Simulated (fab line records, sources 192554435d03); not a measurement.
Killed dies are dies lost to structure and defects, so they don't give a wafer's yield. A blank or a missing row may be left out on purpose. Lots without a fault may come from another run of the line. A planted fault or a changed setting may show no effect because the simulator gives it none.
A struck lot beside a sound one | flow n5_finfet | 36 steps out of a route of 1938
Sound: wafers L497.2, L497.4, L497.5. Struck: wafers L505.1, L505.4, L505.5. The cause comes at the end.
At each step with rows: each side's tool, then ch and its chambers, then its first start. Under that, the readings that differ: sound wafers | struck wafers | difference of the means | sigmas: that difference in standard deviations of wafers without a fault.
alike: readings whose means differ by less than 2 such deviations, and words and numbers that are the same on both sides. not compared: withheld readings, readings that some wafer has no value for, bounds like >300 that may hide the same value, and numbers for which the record gives no deviation and whose values overlap.
The two part at a step that has a row with sigmas, a row that says differs or no value, or rows on one side only. Numbers that don't overlap but have no deviation are shown without sigmas and don't part them. A reading that every wafer of one side lacks parts them only if that side has two wafers or more.

first, 9 steps without rows for these wafers: N5_BEOL_M4_ANNEAL_95 (time 240 s); N5_BEOL_M4_SPUTTER_96 (material Cu, target thk 4.5 nm, time 8.29 s); N5_BEOL_M4_ECD_50 (material Cu, target thk 300 nm); N5_BEOL_M4_ANNEAL_51 (time 90 s); N5_BEOL_M4_CMP_52 (polishes, stops on SiOC, t overpolish 6.8 s, target thk 40 nm); N5_BEOL_M4_PRE_CLEAN_60 (time 15 s); N5_BEOL_M4_CO_CAP_55 (material Co, precursor CCTBA/H2, target thk 2 nm, time 102.1 s); N5_BEOL_M4_PRE_CLEAN_56 (time 15 s); N5_BEOL_M4_DEP_57 (deposits SiCN from 3MS/NH3, target thk 8 nm, time 14 s).
N5_BEOL_M4_RC_MEAS_101:
  sound on prober-02 ch 0, day 8 23:05; struck on prober-01 ch 0, day 11 00:50
  alike: DIBL_N, DIBL_P, IOFF_N, IOFF_P, ION_N, ION_P, SS_N, SS_P, VT_N, VT_P
then, 24 steps without rows for these wafers: N5_BEOL_M5_ILD_DEP_00 (deposits SiCOH lowk from DEMS/porogen, target thk 140.64 nm, time 25.9 s); N5_BEOL_M5_CURE_79 (cures SiCOH lowk, time 240 s); N5_BEOL_M5_PECVD_70 (deposits SiO2 from TEOS/O2, target thk 16 nm, time 18 s); N5_BEOL_M5_HM_DEP_02 (deposits TiN, target thk 20 nm); N5_BEOL_M5_COAT_59 (time 60 s, resist thk 60 nm); N5_BEOL_M5_COAT_60 (time 60 s, resist thk 12 nm); N5_BEOL_M5_COAT_71 (time 60 s, resist thk 5 nm); N5_BEOL_M5_COAT_05 (resist thk 30 nm); N5_BEOL_M5_EBR_07; N5_BEOL_M5_SOFTBAKE_06 (time 60 s); N5_BEOL_M5_EXPOSE_08 (exposes mask M5, target cd 28 nm); N5_BEOL_M5_PEB_09 (peb time 60 s); N5_BEOL_M5_DEVELOP_10 (develop time 30 s); N5_BEOL_M5_DESCUM_16 (chemistry O2, time 7 s); N5_BEOL_M5_ETCH_72 (etches underlayer in N2/H2, target depth 6.5 nm, time 5.2 s); N5_BEOL_M5_ETCH_61 (etches SiARC in CF4, target depth 15.6 nm, time 26 s); N5_BEOL_M5_ETCH_62 (etches SOC in N2/H2, target depth 75 nm, overetch 15 nm, time 112.5 s); N5_BEOL_M5_STRIP_63 (strips in N2/H2); N5_BEOL_M5_STRIP_73 (strips in N2/H2); N5_BEOL_M5_STRIP_64 (strips in CF4); N5_BEOL_M5_HM_OPEN_17 (chemistry Cl2/BCl3, target TiN, target depth 20 nm, overetch 6 nm); N5_BEOL_M5_STRIP_19 (strips in O2); N5_BEOL_M5_COAT_65 (time 60 s, resist thk 60 nm); N5_BEOL_M5_COAT_66 (time 60 s, resist thk 12 nm).
-- the record jumps here: 3 days lie between the struck wafers' starts before and after (it left off in module BEOL_M5 and takes up again in module BEOL_M13, whose first step shown is number 1699 of the route) --
N5_BEOL_M13_STRIP_37: strips in N2/H2.
  sound on plasma_asher-01 ch 0, day 12 06:14; struck on plasma_asher-01 ch 0,1, day 14 01:36
  no value came back on the struck wafers for drypump_motor_current_A (A), h2_flow_sccm (sccm), heater_power_w (W), oes_product_au (a.u.); on the sound wafers drypump_motor_current_A (A) reads 5.7 5.6 5.7
  not compared: rf_hours_counter_h
N5_PASSIVATION_PROBE_49:
  the record has rows for the struck wafers here (prober-01, day 15 06:24) and none for the sound ones

WHERE THEY PART
First at N5_BEOL_M13_STRIP_37; last, within this record, at N5_PASSIVATION_PROBE_49.

WHY: what the simulator had put in
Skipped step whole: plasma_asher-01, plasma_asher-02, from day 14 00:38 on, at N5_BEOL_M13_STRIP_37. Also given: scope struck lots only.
